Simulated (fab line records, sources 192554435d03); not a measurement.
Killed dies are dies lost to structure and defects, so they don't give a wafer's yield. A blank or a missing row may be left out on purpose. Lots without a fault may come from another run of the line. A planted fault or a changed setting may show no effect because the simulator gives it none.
fab line records | flow n5_finfet
record lots=7 wafers=21
route steps=1938 shown BEOL_M13@1673 BEOL_M14@1722 BEOL_M15@1820
start_h: hours from the record's first day to the start of the lot's first wafer shown | wait_h: hours since the lot's step before | " the same as in the row above | L1.1+2: a row that stands for several wafers | - no value, or no start given | * or withheld: withheld | < > ~ a bound
route shown NAME@n: a module of which the file shows steps, and the number in the route of the first | usual: mean/standard deviation of fault-free wafers | same: alike in all rows | chamber/n: place in a boat | sites: the reading at each site | _std_site: their standard deviation | _edge_site: outer sites' mean less inner sites' | radius_mm: how far each site lies from the wafer's centre | mask NAME#n: copy n | behind: the tool/chamber that last shaped the wafer | hold: why the lot was held/for how many hours/how that ended | device: the transistor (n, p or np) that didn't switch | end of line: the same wafers' tests at the end of the route | a step without rows: its recipe alone | killed: dies lost to structure and defects at the first sort, not the wafer's yield | map: a wafer's dies, x killed, . not, _ none there
set.NAME: the setting as run; set.NAME@STEP: as run at that earlier step | model.NAME: the simulator's own value behind a step, which no gauge read
lots whose settings were changed on purpose; a table a step, a row a wafer
## steps
# step N5_BEOL_M13_ETCH_59
# recipe chemistry=N2/H2 target=BARC target_depth_a=890 overetch_a=267 time_s=67.9 ion_energy_ev=200 pressure_mtorr=30 source_w=840 bias_w=150 n2_flow_sccm=200 h2_flow_sccm=200
# columns lot.wafer tool chamber start_h wait_h set.time_s model.coat_of_BEOL_M13_COAT_04.thk_nm
L077.2 rie_diel-04 0 279.66 0.0 60.25 323.2
L077.5 " 2 " " 67.9 313.6
L077.6 " 0 " " 60.25 322.8
L080.2 rie_diel-06 1 290.68 0.0 52.99 333.4
L080.3 " 0 " " 52.99 335.4
L080.5 " 3 " " 67.9 319.2
L085.2 rie_diel-06 0 314.24 0.0 67.9 322.4
L085.3 " 3 " " 67.9 318.2
L085.5 " 1 " " 67.9 318
L090.2 rie_diel-03 1 340.54 0.0 67.9 321.8
L090.4 " 3 " " 67.9 316.4
L090.6 " 0 " " 67.9 320.8
L093.1 rie_diel-04 2 359.17 0.0 56.95 324.2
L093.5 " 2 " " 67.9 313.6
L093.6 " 3 " " 67.9 317.4
L096.3 rie_diel-03 1 376.69 0.0 67.9 320.2
L096.4 " 1 " " 61.28 325.2
L096.6 " 3 " " 61.28 322.6
L097.3 rie_diel-06 2 390.27 0.0 67.9 314.8
L097.5 " 2 " " 67.9 315.6
L097.6 " 1 " " 56.62 330
# step N5_BEOL_M13_VIA_ETCH_16
# recipe chemistry=C4F8/O2/Ar target=SiOC pressure_mtorr=30 source_w=3000 bias_w=700 Ar_flow_sccm=400 C4F8_flow_sccm=15 O2_flow_sccm=8 he_inner_torr=15 he_outer_torr=30 target_depth_a=9217 time_s=withheld ion_energy_ev=250 ends=cleared
# columns lot.wafer tool chamber start_h wait_h set.time_s@BEOL_M13_ETCH_59 model.coat_of_BEOL_M13_COAT_04.thk_nm
L077.2 rie_diel-04 0 279.71 0.0 * 81.6
L077.5 " 2 " " * 67
L077.6 " 0 " " * 74.2
L080.2 rie_diel-06 1 290.73 0.0 * 86.6
L080.3 " 0 " " * 87
L080.5 " 3 " " * 67.4
L085.2 rie_diel-06 0 314.29 0.0 * 79.2
L085.3 " 3 " " * 73.4
L085.5 " 1 " " * 68.6
L090.2 rie_diel-03 1 340.59 0.0 * 78
L090.4 " 3 " " * 68.4
L090.6 " 0 " " * 72.6
L093.1 rie_diel-04 2 359.22 0.0 * 77.8
L093.5 " 2 " " * 64
L093.6 " 3 " " * 66.2
L096.3 rie_diel-03 1 376.75 0.0 * 69.2
L096.4 " 1 " " * 81.8
L096.6 " 3 " " * 74.2
L097.3 rie_diel-06 2 390.32 0.0 * 67.4
L097.5 " 2 " " * 63.2
L097.6 " 1 " " * 78.2
# step N5_BEOL_M13_STRIP_63
# recipe chemistry=N2/H2 power_w=1000 temp_c=250 h2_frac=0.65 overash_fraction=0.3 pressure_mtorr=1000 n2_flow_sccm=1750 h2_flow_sccm=3250
# usual strip_time_to_endpoint_s=27.7/1.4
# columns lot.wafer tool chamber start_h wait_h set.time_s@BEOL_M13_ETCH_59 strip_time_to_endpoint_s
L077.2 plasma_asher-01 1 279.95 - 60.25 31.0
L077.5 " 1 " " 67.9 26.8
L077.6 " 0 " " 60.25 28.9
L080.2 plasma_asher-01 0 290.97 - 52.99 32.5
L080.3 " 1 " " 52.99 32.6
L080.5 " 0 " " 67.9 26.9
L085.2 plasma_asher-01 0 314.53 - 67.9 30.4
L085.3 " 0 " " 67.9 28.7
L085.5 " 0 " " 67.9 27.2
L090.2 plasma_asher-02 0 340.82 - 67.9 30.0
L090.4 " 1 " " 67.9 27.2
L090.6 " 1 " " 67.9 28.4
L093.1 plasma_asher-02 0 359.45 - 56.95 29.9
L093.5 " 1 " " 67.9 25.9
L093.6 " 0 " " 67.9 26.5
L096.3 plasma_asher-01 1 377.00 - 67.9 27.4
L096.4 " 0 " " 61.28 31.1
L096.6 " 1 " " 61.28 28.9
L097.3 plasma_asher-02 1 390.57 - 67.9 26.9
L097.5 " 1 " " 67.9 25.7
L097.6 " 0 " " 56.62 30.0
# step N5_BEOL_M14_EXPOSE_07
# recipe mask_id=V13 na=0.8 source_shape=annular sigma_inner=0.5 sigma_outer=0.8 polarization=unpolarized attpsm_phase_deg=180 dose_mj=57
# columns lot.wafer tool chamber start_h wait_h mask set.dose_mj
L077.2+5+6 krf_scanner-02 0 284.96 - V13#0 57
L080.2+3 krf_scanner-01 0 295.00 - V13#0 57
L080.5 " 0 " " V13#0 60.85
L085.2+3+5 krf_scanner-01 0 324.22 - V13#0 57
L090.2+4+6 krf_scanner-01 0 344.89 - V13#0 57
L093.1+5+6 krf_scanner-02 0 368.92 - V13#0 57
L096.3+4+6 krf_scanner-02 0 383.33 - V13#0 57
L097.3 krf_scanner-02 0 395.16 - V13#0 58.87
L097.5+6 " 0 " " V13#0 57
# step N5_BEOL_M14_PEB_08
# recipe peb_temp_c=130 peb_time_s=90
# step N5_BEOL_M14_DEVELOP_09
# recipe develop_time_s=45 rinse_liquid=diw dry=air_spin dev_temp_c=21
# step N5_BEOL_M14_HARDBAKE_14
# recipe temp_c=130 time_s=120
# step N5_BEOL_M14_CD_MEAS_10
# recipe target_cd_nm=250 landing_energy_ev=500 detector=se_inlens polarity=opening
# usual cd_nm=249.3/2.5
# columns lot.wafer tool chamber start_h wait_h set.dose_mj@BEOL_M14_EXPOSE_07 cd_nm
L077.2 cd_sem-02 0 285.13 - 57 250.9
L077.5 " 0 " " 57 249.0
L077.6 " 0 " " 57 253.2
L080.2 cd_sem-03 0 295.17 - 57 250.2
L080.3 " 0 " " 57 246.7
L080.5 " 0 " " 60.85 260.8
L085.2 cd_sem-02 0 324.39 - 57 251.4
L085.3 " 0 " " 57 250.1
L085.5 " 0 " " 57 251.8
L090.2 cd_sem-01 0 345.06 - 57 248.9
L090.4 " 0 " " 57 249.7
L090.6 " 0 " " 57 247.8
L093.1 cd_sem-01 0 369.10 - 57 253.9
L093.5 " 0 " " 57 251.1
L093.6 " 0 " " 57 249.0
L096.3 cd_sem-01 0 383.50 - 57 248.7
L096.4 " 0 " " 57 248.5
L096.6 " 0 " " 57 246.3
L097.3 cd_sem-03 0 395.33 - 58.87 252.8
L097.5 " 0 " " 57 246.3
L097.6 " 0 " " 57 246.3
# step N5_BEOL_M15_SPUTTER_44
# recipe material=Ta target_thk_a=150 temp_c=50 bias_v=80 power_w=15000 chamber_pressure_pa=0.07 time_s=24.19
# columns lot.wafer tool chamber start_h wait_h set.power_w model.Ta_of_BEOL_M15_SPUTTER_44.thk_nm
L077.2 pvd_sputter-01 - 296.39 0.0 15000 15.4
L077.5 " - " " 15000 15.2
L077.6 " - " " 15000 15.6
L080.2+5 pvd_sputter-01 - 308.11 0.0 16370 16.6
L080.3 " - " " 15000 15.2
L085.2+3+5 pvd_sputter-03 - 333.11 0.0 15000 15
L090.2 pvd_sputter-03 - 358.07 0.0 14290 14.6
L090.4 " - " " 14290 14.4
L090.6 " - " " 15000 15.2
L093.1+5+6 pvd_sputter-01 - 377.55 0.0 15000 14.8
L096.3 pvd_sputter-01 - 393.36 0.0 15000 15
L096.4 " - " " 15000 15.2
L096.6 " - " " 16920 17
L097.3 pvd_sputter-02 - 409.33 0.0 15000 15.2
L097.5 " - " " 15000 15
L097.6 " - " " 12590 12.6
## key
split step=N5_BEOL_M13_ETCH_59 setting=time_s stated=67.9 by=wafer
response step=N5_BEOL_M13_ETCH_59 reading=model.coat_of_BEOL_M13_COAT_04.thk_nm change=-0.695 per=1% r=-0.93
response step=N5_BEOL_M13_VIA_ETCH_16 reading=model.coat_of_BEOL_M13_COAT_04.thk_nm change=-0.85 per=1% r=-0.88
response step=N5_BEOL_M13_STRIP_63 reading=strip_time_to_endpoint_s change=* per=1% r=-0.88
split step=N5_BEOL_M14_EXPOSE_07 setting=dose_mj stated=57 by=wafer
response step=N5_BEOL_M14_CD_MEAS_10 reading=cd_nm change=+1.86 per=1% r=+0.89
split step=N5_BEOL_M15_SPUTTER_44 setting=power_w stated=15000 by=wafer
response step=N5_BEOL_M15_SPUTTER_44 reading=model.Ta_of_BEOL_M15_SPUTTER_44.thk_nm change=+0.153 per=1% r=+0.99
